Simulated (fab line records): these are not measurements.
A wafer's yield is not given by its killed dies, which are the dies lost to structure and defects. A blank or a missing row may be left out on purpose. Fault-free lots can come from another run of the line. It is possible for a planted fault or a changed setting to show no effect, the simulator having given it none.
Comparing a struck lot with a sound one + flow n5 finfet + 14 out of 1938 route steps
Sound: these wafers, L668.3, L668.5, L668.6. Struck: wafers L672.1, L672.2, L672.4. The cause comes at the end.
At each step with rows: each side's tool, then ch and its chambers, then its first start. Under that, the readings that differ: sound wafers + struck wafers + difference of the means + sigmas: that difference in standard deviations of wafers without a fault.
alike: readings with means less than 2 such deviations apart, plus words and numbers identical on both sides. not compared: withheld readings, readings lacking a value on some wafer, bounds such as >300 that could conceal the same value, and numbers that have no deviation in the record and whose values overlap.
A row with sigmas, a row that says differs or no value, or rows on one side alone: a step with any of these is where the two part. When numbers do not overlap yet have no deviation, they are printed without sigmas and do not part them. A reading that every wafer of one side lacks parts them only if that side has two wafers or more.

N5_BEOL_M12_VIA_ETCH_16: etches SiOC in C4F8/O2/Ar, target depth 724.8 nm.
  sound on rie diel-01 ch 0,2,3, day 13 19:40; struck on rie diel-06 ch 0,1,2, day 14 10:28
  alike: drypump motor current A, oes product au, rf vpp V, showerhead plenum p Torr, throttle valve pct
N5_BEOL_M12_STRIP_63: strips in N2/H2.
  sound on plasma asher-01 ch 0,1, day 13 19:53; struck on plasma asher-02 ch 0,1, day 14 10:40
  alike: drypump motor current A, heater power w, n2 flow sccm, oes product au, strip time to endpoint s
  not compared: rf hours counter h
N5_BEOL_M12_STRIP_64: strips in N2/H2.
  sound on plasma asher-01 ch 0,1, day 13 19:56; struck on plasma asher-02 ch 0,1, day 14 10:43
  alike: drypump motor current A, heater power w, n2 flow sccm, oes product au, strip time to endpoint s
  not compared: rf hours counter h
then, 2 steps without rows for these wafers: N5_BEOL_M12_STRIP_71 (strips in post etch residue remover, time 60 s); N5_BEOL_M12_SRD_72 (time 30 s, dry time 30 s).
N5_BEOL_M12_CD_MEAS_17: target cd 140 nm.
  struck on cd sem-03, day 14 10:52; sound on cd sem-02, day 13 20:04
  alike: cd nm
then, 6 steps without rows for these wafers: N5_BEOL_M12_COAT_65 (time 60 s, resist thk 300 nm); N5_BEOL_M12_COAT_66 (time 60 s, resist thk 110 nm); N5_BEOL_M12_COAT_22 (resist thk 300 nm); N5_BEOL_M12_EBR_24; N5_BEOL_M12_SOFTBAKE_23 (time 60 s); N5_BEOL_M12_EXPOSE_25 (exposes mask M12).
N5_BEOL_M12_PEB_26: peb time 90 s.
  struck on litho track-03, day 14 11:05; sound on litho track-03 ch 0, day 13 20:17
  no value came back on the struck wafers for chill plate temp C (C), exhaust pa (Pa), heater power total W (W), resist line temp C (C); on the sound wafers chill plate temp C (C) reads 22.93 22.96 22.86
then, 1 step without rows for these wafers: N5_BEOL_M12_DEVELOP_27 (develop time 45 s).

WHERE THEY PART
Only at N5_BEOL_M12_PEB_26, as far as this record shows.

WHY: whatever the simulator had introduced
Skipped step whole: litho track-03, from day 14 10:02 on, at N5_BEOL_M12_PEB_26. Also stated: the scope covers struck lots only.
